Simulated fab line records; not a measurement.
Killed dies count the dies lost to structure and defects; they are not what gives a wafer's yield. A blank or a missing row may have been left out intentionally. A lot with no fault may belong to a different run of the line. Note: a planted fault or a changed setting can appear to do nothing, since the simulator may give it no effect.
fab line records | flow n5Finfet
record lots=7 wafers=21
route steps=1938 shown BEOL_M5@1112 BEOL_M6@1198 BEOL_M7@1273
startH: hours from the record's opening day to when the first of the lot's shown wafers began | waitH: how many hours have passed since the lot's step before this one | " the same as in the row above | L1.1+2: one row covering several wafers at once | - value missing, or start not given | * or withheld: withheld | < > ~ a bound
route shown NAME@n: NAME is a module with steps in the file, n the number in the route of the first one | usual: mean/standard deviation taken from wafers without a fault | same: alike in all rows | chamber/n: place in a boat | sites: the reading at each site | _std_site: the values' standard deviation | _edge_site: outer sites' mean less inner sites' | radiusMm: how far each site lies from the wafer's centre | mask NAME#n: copy n | behind: the most recent tool/chamber to have shaped the wafer | hold: what put the lot on hold/how long, in hours/how the hold closed | device: the transistor (n, p or np) that didn't switch | end of line: the route-end tests of the same wafers | a step given without rows: its recipe and nothing more | killed: dies that structure and defects cost at the first sort, which is not the same as the wafer's yield | map: a wafer's dies, marking killed ones x, the rest . and places with no die _
set.NAME: the setting that was run; set.NAME@STEP: the one run at that earlier step | model.NAME: the simulator's own value behind a step, which no gauge read
lots whose settings were changed on purpose; a table a step, a row a wafer
## steps
# step N5_BEOL_M5_ILD_DEP_00
# recipe material=SiCOH_lowk targetThkA=1406.4 tempC=300 precursor=DEMS/porogen pressureTorr=5 rfW=500 timeS=25.9
# columns lot.wafer tool chamber startH waitH set.timeS model.SiCOH_lowk_of_BEOL_M5_ILD_DEP_00.thkNm
L077.2 pecvd-02 1 191.57 0.7 25.9 139.4
L077.3 " 0 " " 28.92 155.4
L077.5 " 1 " " 28.92 156.2
L078.2 pecvd-04 0 194.86 0.7 25.9 138.2
L078.3 " 2 " " 25.9 140.8
L078.5 " 0 " " 27.52 149.8
L080.2 pecvd-02 0 201.14 0.7 25.9 138.6
L080.3 " 2 " " 25.9 140.2
L080.4 " 0 " " 27.2 147.2
L079.3 pecvd-02 0 202.20 0.5 25.9 142.4
L079.4 " 2 " " 25.9 142.2
L079.6 " 0 " " 25.9 141.8
L086.1 pecvd-03 0 249.17 0.8 25.9 138
L086.2 " 2 " " 25.9 137.8
L086.3 " 1 " " 22.18 118.6
L090.3 pecvd-03 1 286.42 0.5 25.9 137.8
L090.5+6 " 1,0 " " 25.9 139.8
L091.1 pecvd-02 2 287.16 0.8 22.91 126
L091.4 " 0 " " 22.91 126.8
L091.6 " 1 " " 25.9 143.4
# step N5_BEOL_M5_CURE_79
# recipe tempC=385 timeS=240 ambient=He/Ar material=SiCOH_lowk
# columns lot.wafer tool chamber startH waitH set.timeS@BEOL_M5_ILD_DEP_00 model.SiCOH_lowk_of_BEOL_M5_ILD_DEP_00.thkNm
L077.2 uvCure-03 0 191.71 0.1 25.9 120
L077.3 " 0 " " 28.92 133.8
L077.5 " 0 " " 28.92 134.4
L078.2 uvCure-02 1 195.00 0.1 25.9 119
L078.3 " 1 " " 25.9 121.2
L078.5 " 1 " " 27.52 129
L080.2 uvCure-03 1 201.30 0.1 25.9 119.2
L080.3 " 1 " " 25.9 120.6
L080.4 " 1 " " 27.2 126.8
L079.3 uvCure-02 0 202.42 0.2 25.9 122.6
L079.4 " 0 " " 25.9 122.4
L079.6 " 0 " " 25.9 122
L086.1 uvCure-02 2 249.23 0.0 25.9 118.8
L086.2 " 2 " " 25.9 118.4
L086.3 " 2 " " 22.18 101.8
L090.3 uvCure-02 2 286.64 0.2 25.9 118.4
L090.5+6 " 2 " " 25.9 120.2
L091.1 uvCure-03 1 287.22 0.0 22.91 108.4
L091.4 " 1 " " 22.91 109
L091.6 " 1 " " 25.9 123.4
# step N5_BEOL_M5_THK_MEAS_01
# recipe reads=SiCOH_lowk_of_BEOL_M5_ILD_DEP_00
# usual M5_ILD_THK=120.9/1.8
# columns lot.wafer tool chamber startH waitH set.timeS@BEOL_M5_ILD_DEP_00 M5_ILD_THK[nm]
L077.2 filmMetro-01 - 192.15 0.4 25.9 120.0
L077.3 " - " " 28.92 133.9
L077.5 " - " " 28.92 134.5
L078.2 filmMetro-01 - 195.43 0.4 25.9 118.9
L078.3 " - " " 25.9 121.2
L078.5 " - " " 27.52 128.9
L080.2 filmMetro-01 - 201.73 0.4 25.9 119.2
L080.3 " - " " 25.9 120.5
L080.4 " - " " 27.2 126.9
L079.3 filmMetro-02 - 202.77 0.3 25.9 122.6
L079.4 " - " " 25.9 122.2
L079.6 " - " " 25.9 122.0
L086.1 filmMetro-01 - 249.74 0.4 25.9 118.7
L086.2 " - " " 25.9 118.5
L086.3 " - " " 22.18 101.8
L090.3 filmMetro-01 - 287.00 0.3 25.9 118.4
L090.5 " - " " 25.9 120.3
L090.6 " - " " 25.9 120.1
L091.1 filmMetro-02 - 287.73 0.4 22.91 108.4
L091.4 " - " " 22.91 109.0
L091.6 " - " " 25.9 123.5
# step N5_BEOL_M5_HM_DEP_02
# recipe material=TiN targetThkA=200 tempC=25 chamberPressurePa=0.49996
# columns lot.wafer tool chamber startH waitH set.targetThkA model.TiN_of_BEOL_M5_HM_DEP_02.thkNm
L077.2+3 pvdSputter-01 - 193.45 1.2 187.7 19.2
L077.5 " - " " 187.7 19.4
L078.2 pvdSputter-01 - 195.53 0.0 175.8 17.6
L078.3 " - " " 200 20
L078.5 " - " " 175.8 17.8
L080.2 pvdSputter-03 - 203.60 1.8 200 20.2
L080.3 " - " " 200 20.4
L080.4 " - " " 200 20
L079.3+4+6 pvdSputter-03 - 203.80 1.0 200 19.6
L086.1 pvdSputter-02 - 250.05 0.3 200 20.4
L086.2 " - " " 200 20.2
L086.3 " - " " 184.4 18.2
L090.3 pvdSputter-03 - 288.23 1.2 200 20.2
L090.5+6 " - " " 200 20
L091.1+4+6 pvdSputter-03 - 288.33 0.5 200 20
# step N5_BEOL_M5_COAT_59
# recipe resist=SOC tempC=250 timeS=60 spinRpm=1500 resistThkNm=60
# step N5_BEOL_M5_COAT_60
# recipe resist=SiARC tempC=220 timeS=60 spinRpm=1500 resistThkNm=12
# step N5_BEOL_M5_STRIP_73
# recipe chemistry=N2/H2 tempC=40 n2FlowSccm=200 h2FlowSccm=200 rfFrequencyHz=6e+07
# step N5_BEOL_M5_STRIP_64
# recipe chemistry=CF4 resist=SiARC powerW=300 biasPowerW=75 pressureMtorr=50 cf4FlowSccm=150 rfFrequencyHz=6e+07
# step N5_BEOL_M5_HM_OPEN_17
# recipe chemistry=Cl2/BCl3 targetDepthA=200 overetchA=60 target=TiN maskMaterial=SOC ionEnergyEv=150 pressureMtorr=10 icpW=1000 biasW=126 Cl2_flow_sccm=53.25 bcl3FlowSccm=21.75 Ar_flow_sccm=25
# columns lot.wafer tool chamber startH waitH set.targetThkA@BEOL_M5_HM_DEP_02 model.etch.depthNm
L077.2 rieMetal-03 1 194.21 0.0 187.7 19.11
L077.3 " 0 " " 187.7 19.2
L077.5 " 0 " " 187.7 19.41
L078.2 rieMetal-03 0 196.49 0.0 175.8 17.65
L078.3 " 0 " " 200 19.94
L078.5 " 0 " " 175.8 17.81
L080.2 rieMetal-03 1 204.36 0.0 200 20.13
L080.3 " 1 " " 200 20.48
L080.4 " 0 " " 200 20.1
L079.3 rieMetal-03 1 204.96 0.1 200 19.64
L079.4 " 0 " " 200 19.6
L079.6 " 0 " " 200 19.67
L086.1 rieMetal-01 1 251.25 0.0 200 20.47
L086.2 " 0 " " 200 20.17
L086.3 " 0 " " 184.4 18.22
L090.3 rieMetal-02 0 289.02 0.1 200 20.19
L090.5 " 0 " " 200 20.01
L090.6 " 1 " " 200 19.91
L091.1+4 rieMetal-03 1 289.21 0.0 200 20.04
L091.6 " 0 " " 200 20.01
# step N5_BEOL_M6_HM_DEP_02
# recipe material=TiN targetThkA=200 tempC=25 chamberPressurePa=0.49996
# columns lot.wafer tool chamber startH waitH set.targetThkA model.TiN_of_BEOL_M6_HM_DEP_02.thkNm
L077.2+5 pvdSputter-03 - 203.70 0.9 200 20.2
L077.3 " - " " 216.8 21.8
L078.2+3 pvdSputter-02 - 208.42 1.2 200 20.2
L078.5 " - " " 221.7 22.2
L080.2+3 pvdSputter-01 - 213.73 0.1 183.4 18
L080.4 " - " " 200 20.2
L079.3 pvdSputter-03 - 217.34 1.5 200 20.2
L079.4 " - " " 200 20.4
L079.6 " - " " 200 20
L086.1 pvdSputter-03 - 263.19 1.9 200 20.2
L086.2 " - " " 200 20.4
L086.3 " - " " 225.7 23
L090.3 pvdSputter-02 - 303.08 4.0 200 19.8
L090.5 " - " " 185.8 18.2
L090.6 " - " " 185.8 18.4
L091.1+6 pvdSputter-02 - 303.48 3.3 200 19.6
L091.4 " - " " 200 19.8
# step N5_BEOL_M6_COAT_05
# recipe resist=CAR-ArF spinRpm=1500 resistThkNm=90
# columns lot.wafer tool chamber startH waitH set.spinRpm model.CAR-ArF_of_BEOL_M6_COAT_05.thkNm
L077.2 lithoTrack-03 0 - - 1500 90
L077.3 " 0 " " 1500 90.4
L077.5 " 0 " " 1660 85.4
L078.2 lithoTrack-04 0 - - 1500 89.8
L078.3+5 " 0 " " 1659 85.2
L080.2 lithoTrack-04 0 - - 1500 90
L080.3+4 " 0 " " 1500 89.8
L079.3 lithoTrack-05 0 - - 1500 89.8
L079.4 " 0 " " 1500 90.2
L079.6 " 0 " " 1500 90.4
L086.1 lithoTrack-03 0 - - 1362 94.2
L086.2 " 0 " " 1362 94.6
L086.3 " 0 " " 1362 94.4
L090.3 lithoTrack-05 0 - - 1596 87.4
L090.5 " 0 " " 1500 90.2
L090.6 " 0 " " 1596 87.6
L091.1 lithoTrack-04 0 - - 1500 90
L091.4+6 " 0 " " 1630 86.6
# step N5_BEOL_M6_EBR_07
# recipe solvent=PGMEA ebrWidthMm=1.5
# step N5_BEOL_M6_SOFTBAKE_06
# recipe tempC=110 timeS=60 resist=CAR-ArF
# step N5_BEOL_M6_DESCUM_16
# recipe chemistry=O2 timeS=7.9 sourcePowerW=50 biasPowerW=20 pressureMtorr=20 rfFrequencyHz=2.712e+07 tempC=40 resist=CAR-ArF o2FlowSccm=225
# columns lot.wafer tool chamber startH waitH set.spinRpm@BEOL_M6_COAT_05 model.CAR-ArF_of_BEOL_M6_COAT_05.thkNm
L077.2 rieDiel-03 2 204.80 0.7 1500 83.4
L077.3 " 3 " " 1500 83.8
L077.5 " 1 " " 1660 78.8
L078.2 rieDiel-01 0 209.11 0.1 1500 83.2
L078.3 " 3 " " 1659 78.8
L078.5 " 1 " " 1659 78.6
L080.2+4 rieDiel-05 1,0 214.32 0.0 1500 83.4
L080.3 " 2 " " 1500 83.2
L079.3 rieDiel-05 0 218.10 0.2 1500 83.4
L079.4 " 1 " " 1500 83.8
L079.6 " 0 " " 1500 84
L086.1 rieDiel-03 3 263.77 0.0 1362 87.6
L086.2 " 0 " " 1362 88
L086.3 " 1 " " 1362 87.8
L090.3+6 rieDiel-03 2,0 303.66 0.0 1596 81
L090.5 " 3 " " 1500 83.6
L091.1 rieDiel-03 3 303.94 0.0 1500 83.4
L091.4+6 " 1,0 " " 1630 80
# step N5_BEOL_M6_ETCH_61
# recipe chemistry=CF4 target=SiARC targetDepthA=455 maskMaterial=CAR-ArF timeS=75.8 ionEnergyEv=80 pressureMtorr=40 sourceW=545 biasW=36 Ar_flow_sccm=100 cf4FlowSccm=100 ends=cleared
# step N5_BEOL_M6_ETCH_62
# recipe chemistry=N2/H2 target=SOC targetDepthA=1100 overetchA=220 maskMaterial=SiARC tempC=40 timeS=165 ionEnergyEv=200 pressureMtorr=30 sourceW=840 biasW=150 n2FlowSccm=200 h2FlowSccm=200
# step N5_BEOL_M6_STRIP_68
# recipe chemistry=N2/H2 tempC=40 n2FlowSccm=200 h2FlowSccm=200 rfFrequencyHz=6e+07
# step N5_BEOL_M6_STRIP_67
# recipe chemistry=CF4 resist=SiARC powerW=300 biasPowerW=75 pressureMtorr=50 cf4FlowSccm=150 rfFrequencyHz=6e+07
# step N5_BEOL_M6_HM_OPEN_17
# recipe chemistry=Cl2/BCl3 targetDepthA=200 overetchA=60 target=TiN maskMaterial=SOC ionEnergyEv=150 pressureMtorr=10 icpW=1000 biasW=126 Cl2_flow_sccm=53.25 bcl3FlowSccm=21.75 Ar_flow_sccm=25
# columns lot.wafer tool chamber startH waitH set.targetThkA@BEOL_M6_HM_DEP_02 model.etch.depthNm
L077.2 rieMetal-02 0 205.11 0.1 200 20.3
L077.3 " 0 " " 216.8 21.77
L077.5 " 0 " " 200 20.13
L078.2 rieMetal-03 0 209.39 0.0 200 20.11
L078.3 " 1 " " 200 20.2
L078.5 " 1 " " 221.7 22.29
L080.2 rieMetal-02 0 214.62 0.1 183.4 17.92
L080.3 " 0 " " 183.4 18.07
L080.4 " 0 " " 200 20.29
L079.3 rieMetal-02 0 218.44 0.1 200 20.1
L079.4 " 0 " " 200 20.36
L079.6 " 0 " " 200 20.03
L086.1 rieMetal-02 0 264.05 0.0 200 20.17
L086.2 " 1 " " 200 20.42
L086.3 " 1 " " 225.7 23.09
L090.3 rieMetal-03 1 303.97 0.1 200 19.73
L090.5+6 " 0,1 " " 185.8 18.3
L091.1 rieMetal-03 0 304.22 0.0 200 19.68
L091.4 " 1 " " 200 19.71
L091.6 " 0 " " 200 19.7
# step N5_BEOL_M7_EXPOSE_08
# recipe maskId=M7 na=1.35 sourceShape=dipole sigmaInner=0.817 sigmaOuter=0.97 polarization=te doseMj=68.25
# columns lot.wafer tool chamber startH waitH mask set.doseMj
L077.2+3 arfiScanner-01 0 212.63 - M7#0 68.25
L077.5 " 0 " " M7#0 66.29
L078.2+5 arfiScanner-02 0 218.29 - M7#0 68.25
L078.3 " 0 " " M7#0 72.54
L080.2+4 arfiScanner-02 0 221.71 - M7#0 71.33
L080.3 " 0 " " M7#0 68.25
L079.3+4+6 arfiScanner-02 0 226.14 - M7#0 68.25
L086.1 arfiScanner-02 0 274.20 - M7#0 63.3
L086.2+3 " 0 " " M7#0 68.25
L090.3+5 arfiScanner-03 0 314.35 - M7#0 68.25
L090.6 " 0 " " M7#0 69.93
L091.1+6 arfiScanner-02 0 314.69 - M7#0 72.18
L091.4 " 0 " " M7#0 68.25
# step N5_BEOL_M7_PEB_09
# recipe pebTempC=withheld pebTimeS=60 resist=CAR-ArF
# step N5_BEOL_M7_DEVELOP_10
# recipe developTimeS=30 developer=TMAH resist=CAR-ArF rinseLiquid=diw dry=airSpin devTempC=23
# step N5_BEOL_M7_CD_MEAS_11
# recipe targetCdNm=38.5 landingEnergyEv=500 detector=seInlens polarity=opening
# usual cdNm=38.7/0.64
# columns lot.wafer tool chamber startH waitH set.doseMj@BEOL_M7_EXPOSE_08 cdNm
L077.2 cdSem-03 0 212.76 - 68.25 37.7
L077.3 " 0 " " 68.25 38.7
L077.5 " 0 " " 66.29 37.7
L078.2 cdSem-01 0 218.41 - 68.25 38.7
L078.3 " 0 " " 72.54 41.4
L078.5 " 0 " " 68.25 39.8
L080.2 cdSem-02 0 221.83 - 71.33 40.8
L080.3 " 0 " " 68.25 39.7
L080.4 " 0 " " 71.33 41.8
L079.3 cdSem-03 0 226.26 - 68.25 39.3
L079.4 " 0 " " 68.25 39.3
L079.6 " 0 " " 68.25 38.1
L086.1 cdSem-03 0 274.33 - 63.3 34.8
L086.2 " 0 " " 68.25 37.5
L086.3 " 0 " " 68.25 37.8
L090.3 cdSem-03 0 314.47 - 68.25 38.9
L090.5 " 0 " " 68.25 39.4
L090.6 " 0 " " 69.93 39.3
L091.1 cdSem-03 0 314.81 - 72.18 41.5
L091.4 " 0 " " 68.25 38.4
L091.6 " 0 " " 72.18 42.5
# step N5_BEOL_M7_ETCH_61
# recipe chemistry=CF4 target=SiARC targetDepthA=455 maskMaterial=CAR-ArF timeS=75.8 ionEnergyEv=80 pressureMtorr=40 sourceW=545 biasW=36 Ar_flow_sccm=100 cf4FlowSccm=100 ends=cleared
# usual etchRfOnTimeS=76.2/2.3 rfVppV=184.1/1.1
# columns lot.wafer tool chamber startH waitH set.sourceW etchRfOnTimeS rfVppV
L077.2 rieDiel-06 3 212.88 0.0 545 73.6 184.3
L077.3 " 0 " " 478.8 85.7 193.0
L077.5 " 0 " " 478.8 84.7 193.3
L078.2 rieDiel-06 3 218.55 0.0 632.5 65.1 173.9
L078.3 " 2 " " 632.5 64.7 173.5
L078.5 " 1 " " 545 76.1 184.5
L080.2 rieDiel-06 3 222.08 0.0 545 74.5 182.1
L080.3 " 2 " " 545 74.0 182.0
L080.4 " 1 " " 545 76.6 184.5
L079.3 rieDiel-04 2 226.50 0.0 545 75.6 185.2
L079.4 " 3 " " 545 81.3 182.6
L079.6 " 2 " " 545 75.8 184.4
L086.1 rieDiel-04 0 274.48 0.0 545 78.4 184.6
L086.2 " 2 " " 630.9 66.3 173.7
L086.3 " 3 " " 545 76.4 185.6
L090.3 rieDiel-04 3 314.94 0.0 545 75.7 185.1
L090.5 " 0 " " 545 78.9 185.8
L090.6 " 3 " " 545 76.0 185.4
L091.1 rieDiel-06 0 315.30 0.0 545 75.3 185.1
L091.4 " 2 " " 465.6 84.5 193.9
L091.6 " 2 " " 465.6 84.7 192.8
# step N5_BEOL_M7_ETCH_62
# recipe chemistry=N2/H2 target=SOC targetDepthA=1100 overetchA=220 maskMaterial=SiARC tempC=40 timeS=165 ionEnergyEv=200 pressureMtorr=30 sourceW=840 biasW=150 n2FlowSccm=200 h2FlowSccm=200
# columns lot.wafer tool chamber startH waitH set.doseMj@BEOL_M7_EXPOSE_08 model.BEOL_M7.cdOffsetNm
L077.2 rieDiel-06 3 212.93 0.0 68.25 -0.6
L077.3 " 0 " " 68.25 0.2
L077.5 " 0 " " 66.29 -0.6
L078.2 rieDiel-06 3 218.61 0.0 68.25 -0.2
L078.3 " 2 " " 72.54 2.8
L078.5 " 1 " " 68.25 1.2
L080.2 rieDiel-06 3 222.14 0.0 71.33 2.2
L080.3 " 2 " " 68.25 1.2
L080.4 " 1 " " 71.33 2.8
L079.3+4 rieDiel-04 2,3 226.56 0.0 68.25 0.8
L079.6 " 2 " " 68.25 0.2
L086.1 rieDiel-04 0 274.53 0.0 63.3 -4
L086.2 " 2 " " 68.25 -0.8
L086.3 " 3 " " 68.25 -1.2
L090.3 rieDiel-04 3 315.00 0.0 68.25 0.6
L090.5 " 0 " " 68.25 0.8
L090.6 " 3 " " 69.93 0.6
L091.1 rieDiel-06 0 315.36 0.0 72.18 3
L091.4 " 2 " " 68.25 0
L091.6 " 2 " " 72.18 4.2
# step N5_BEOL_M7_VIA_ETCH_34
# recipe chemistry=C4F6/O2 target=SiCOH_lowk targetDepthA=1255 maskMaterial=SOC taperDeg=4 timeS=50.5 ionEnergyEv=250 pressureMtorr=30 sourceW=345 biasW=185 Ar_flow_sccm=300 C4F6_flow_sccm=10 O2_flow_sccm=10
# usual rfVppV=657/15
# columns lot.wafer tool chamber startH waitH set.sourceW rfVppV
L077.2 rieDiel-04 3 214.10 0.0 283.8 722
L077.3 " 0 " " 345 640
L077.5 " 3 " " 283.8 723
L078.2 rieDiel-02 0 220.93 0.0 345 662
L078.3 " 2 " " 392.4 596
L078.5 " 3 " " 392.4 606
L080.2 rieDiel-04 3 224.65 0.0 390.9 612
L080.3 " 1 " " 390.9 628
L080.4 " 2 " " 390.9 610
L079.3 rieDiel-02 0 228.12 0.0 345 663
L079.4 " 3 " " 345 647
L079.6 " 0 " " 345 662
L086.1 rieDiel-04 1 275.51 0.0 345 670
L086.2 " 0 " " 345 640
L086.3 " 2 " " 293.6 707
L091.1 rieDiel-02 3 318.64 0.0 402.6 597
L091.4 " 1 " " 402.6 632
L091.6 " 0 " " 345 663
L090.3 rieDiel-04 2 318.91 0.0 345 650
L090.5 " 2 " " 345 650
L090.6 " 3 " " 345 664
# step N5_BEOL_M7_ETCH_41
# recipe chemistry=CH3F/O2 target=SiCN targetDepthA=319 taperDeg=2 timeS=57.8 ionEnergyEv=120 maskMaterial=TiN pressureMtorr=30 sourceW=395 biasW=75 Ar_flow_sccm=150 CH3F_flow_sccm=30 O2_flow_sccm=20
# usual rfVppV=297.5/1.5
# columns lot.wafer tool chamber startH waitH set.biasW rfVppV
L077.2 rieDiel-04 3 - - 62.08 261.8
L077.3 " 0 " " 75 299.3
L077.5 " 3 " " 75 296.7
L078.2 rieDiel-02 0 - - 79.43 309.6
L078.3 " 2 " " 75 296.2
L078.5 " 3 " " 79.43 308.9
L080.2 rieDiel-04 3 - - 63.78 265.8
L080.3 " 1 " " 75 297.5
L080.4 " 2 " " 75 299.0
L079.3 rieDiel-02 0 - - 75 297.6
L079.4 " 3 " " 75 295.3
L079.6 " 0 " " 75 298.5
L086.1 rieDiel-04 1 - - 70.11 286.3
L086.2 " 0 " " 70.11 285.7
L086.3 " 2 " " 75 297.7
L091.1 rieDiel-02 3 - - 75 294.9
L091.4 " 1 " " 88.35 329.2
L091.6 " 0 " " 75 298.0
L090.3 rieDiel-04 2 - - 75 296.9
L090.5 " 2 " " 85.49 325.8
L090.6 " 3 " " 75 299.2
# step N5_BEOL_M7_STRIP_80
# recipe chemistry=N2/H2 timeS=10 powerW=450 tempC=40 pressureMtorr=20 rfFrequencyHz=6e+07 biasPowerW=7 n2FlowSccm=200 h2FlowSccm=200
# step N5_BEOL_M7_PRECLEAN_42
# recipe chemistry=residueRemover timeS=60 tempC=40
# step N5_BEOL_M7_SRD_43
# recipe timeS=30 tempC=23 rinseLiquid=diw dry=ipaMarangoni
# step N5_BEOL_M7_CD_MEAS_35
# recipe targetCdNm=40 polarity=opening
# usual cdNm=40.1/0.8
# columns lot.wafer tool chamber startH waitH set.doseMj@BEOL_M7_EXPOSE_08 cdNm
L077.2 cdSem-03 - 214.50 0.0 68.25 39.4
L077.3 " - " " 68.25 40.4
L077.5 " - " " 66.29 39.4
L078.2 cdSem-02 - 221.33 0.0 68.25 40.1
L078.3 " - " " 72.54 43.1
L078.5 " - " " 68.25 41.1
L080.2 cdSem-02 - 225.06 0.0 71.33 42.2
L080.3 " - " " 68.25 41.2
L080.4 " - " " 71.33 43.0
L079.3 cdSem-03 - 228.53 0.0 68.25 41.2
L079.4 " - " " 68.25 40.7
L079.6 " - " " 68.25 39.9
L086.1 cdSem-03 - 275.91 0.0 63.3 36.2
L086.2 " - " " 68.25 39.1
L086.3 " - " " 68.25 38.4
L091.1 cdSem-03 - 319.06 0.0 72.18 43.3
L091.4 " - " " 68.25 39.3
L091.6 " - " " 72.18 44.0
L090.3 cdSem-02 - 319.31 0.0 68.25 40.8
L090.5 " - " " 68.25 40.7
L090.6 " - " " 69.93 40.4
## key
split step=N5_BEOL_M5_ILD_DEP_00 setting=timeS stated=25.9 by=wafer
response step=N5_BEOL_M5_ILD_DEP_00 reading=model.SiCOH_lowk_of_BEOL_M5_ILD_DEP_00.thkNm change=+1.42 per=1% r=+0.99
response step=N5_BEOL_M5_CURE_79 reading=model.SiCOH_lowk_of_BEOL_M5_ILD_DEP_00.thkNm change=+1.23 per=1% r=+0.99
response step=N5_BEOL_M5_THK_MEAS_01 reading=M5_ILD_THK change=+1.24 per=1% r=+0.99
split step=N5_BEOL_M5_HM_DEP_02 setting=targetThkA stated=200 by=wafer
response step=N5_BEOL_M5_HM_DEP_02 reading=model.TiN_of_BEOL_M5_HM_DEP_02.thkNm change=+0.213 per=1% r=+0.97
response step=N5_BEOL_M5_HM_OPEN_17 reading=model.etch.depthNm change=+0.208 per=1% r=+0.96
split step=N5_BEOL_M6_HM_DEP_02 setting=targetThkA stated=200 by=wafer
response step=N5_BEOL_M6_HM_DEP_02 reading=model.TiN_of_BEOL_M6_HM_DEP_02.thkNm change=+0.209 per=1% r=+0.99
response step=N5_BEOL_M6_HM_OPEN_17 reading=model.etch.depthNm change=+0.214 per=1% r=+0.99
split step=N5_BEOL_M6_COAT_05 setting=spinRpm stated=1500 by=wafer
response step=N5_BEOL_M6_COAT_05 reading=model.CAR-ArF_of_BEOL_M6_COAT_05.thkNm change=-0.429 per=1% r=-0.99
response step=N5_BEOL_M6_DESCUM_16 reading=model.CAR-ArF_of_BEOL_M6_COAT_05.thkNm change=-0.424 per=1% r=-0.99
split step=N5_BEOL_M7_EXPOSE_08 setting=doseMj stated=68.25 by=wafer
response step=N5_BEOL_M7_CD_MEAS_11 reading=cdNm change=+0.403 per=1% r=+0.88
response step=N5_BEOL_M7_ETCH_62 reading=model.BEOL_M7.cdOffsetNm change=+0.398 per=1% r=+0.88
response step=N5_BEOL_M7_CD_MEAS_35 reading=cdNm change=+0.412 per=1% r=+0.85
split step=N5_BEOL_M7_ETCH_61 setting=sourceW stated=545 by=wafer
response step=N5_BEOL_M7_ETCH_61 reading=etchRfOnTimeS change=* per=1% r=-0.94
response step=N5_BEOL_M7_ETCH_61 reading=rfVppV change=-0.668 per=1% r=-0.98
split step=N5_BEOL_M7_VIA_ETCH_34 setting=sourceW stated=345 by=wafer
response step=N5_BEOL_M7_VIA_ETCH_34 reading=rfVppV change=-3.85 per=1% r=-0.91
split step=N5_BEOL_M7_ETCH_41 setting=biasW stated=75 by=wafer
response step=N5_BEOL_M7_ETCH_41 reading=rfVppV change=+2.01 per=1% r=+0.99
